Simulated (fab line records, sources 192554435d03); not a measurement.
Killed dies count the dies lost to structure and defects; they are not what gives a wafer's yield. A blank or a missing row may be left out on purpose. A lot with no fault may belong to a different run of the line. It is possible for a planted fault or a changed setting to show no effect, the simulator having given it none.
Chamber matching ; flow n5_finfet ; 3 sister chambers for N5_BEOL_M10_CURE_72 on uv_cure-02
The step cures SiCOH lowk, time 120 s. 3 wafers are shown with their chamber, then 8 later ones without.

## WAFERS, EACH WITH ITS CHAMBER
wafer;chamber;wafer_temp_C_max
L076.5;1;372.0
L091.4;2;371.3
L090.1;0;371.8

## WAFERS MISSING THEIR CHAMBER
wafer;wafer_temp_C_max
L090.2;372.2
L090.5;371.6
L092.1;371.2
L092.2;371.8
L092.6;372.9
L095.2;371.8
L095.3;371.9
L095.6;372.1

## EACH ONE'S CHAMBER
wafer;from the rows above;in truth
L090.2;can't be placed: 1 or 0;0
L090.5;can't be placed: 0 or 2 or 1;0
L092.1;can't be placed: 2 or 0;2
L092.2;can't be placed: 0 or 1 or 2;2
L092.6;can't be placed: 1 or 0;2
L095.2;can't be placed: 0 or 1 or 2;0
L095.3;can't be placed: 0 or 1 or 2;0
L095.6;can't be placed: 1 or 0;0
Correct placement for 0 of the 8. Unplaceable from these rows: 8, with the true chamber sitting among the candidates in 7. 0 placed wrongly.
How it was worked out, from the rows above alone: a wafer's distance from a chamber is the root of the sum, over the readings, of the square of ((its reading less the chamber's mean) divided by the reading's scatter). If the next closest chamber is less than 2 further off than the closest, the wafer can't be placed; otherwise it belongs to the closest. Each chamber's mean is taken over the wafers shown for it. The scatter: with one shown wafer a chamber, the root of the mean of the squares of how far each hidden wafer lies from its nearest shown one.
